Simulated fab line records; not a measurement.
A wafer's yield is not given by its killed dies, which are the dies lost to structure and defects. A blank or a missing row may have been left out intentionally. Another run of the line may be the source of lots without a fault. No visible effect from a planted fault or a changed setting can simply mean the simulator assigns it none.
Chamber matching	flow nandHarc	NHARC_A_STAIRCASE_DESCUM_270 on rieDiel-06: 4 sister chambers
The step chemistry O2, time 3 s. 8 wafers are shown with their chamber, then 11 later ones without.

WAFERS PAIRED WITH THEIR CHAMBERS
wafer	chamber	drypumpMotorCurrentA (A)	showerheadPlenumPTorr (Torr)
L078.2	1	5.4	1.96
L081.6	0	5.6	1.99
L085.1	1	5.5	1.95
L085.6	2	5.0	1.88
L084.3	0	5.6	1.99
L084.4	3	6.5	1.77
L084.5	3	6.5	1.77
L089.2	2	5.0	1.88

WAFERS WITH NO CHAMBER GIVEN
wafer	drypumpMotorCurrentA (A)	showerheadPlenumPTorr (Torr)
L089.3	5.5	1.95
L089.5	5.6	1.98
L090.2	5.5	1.95
L090.3	5.0	1.87
L090.6	5.0	1.87
L093.1	6.5	2.07
L093.2	5.0	1.87
L093.4	5.6	1.98
L096.2	6.5	2.06
L096.3	5.5	1.94
L096.5	5.0	1.87

THE CHAMBER EACH PASSED THROUGH
wafer	from the rows above	in truth
L089.3	1	1
L089.5	0	0
L090.2	1	1
L090.3	2	2
L090.6	2	2
L093.1	0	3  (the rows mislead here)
L093.2	2	2
L093.4	0	0
L096.2	0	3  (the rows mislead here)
L096.3	1	1
L096.5	2	2
9 of 11 placed correctly. Left unplaced by these rows: 0. 2 placed wrongly.
How it was worked out, from the rows above alone: a wafer's distance from a chamber is the root of the sum, over the readings, of the square of ((its reading less the chamber's mean) divided by the reading's scatter). The wafer belongs to the nearest chamber; if the next one is less than 2 further off, it can't be placed. Each chamber's mean is taken over the wafers shown for it. How the scatter is found: for the shown wafers, subtract from each reading the mean of its chamber, square and add these, divide the total by (wafers less chambers), then take the root.
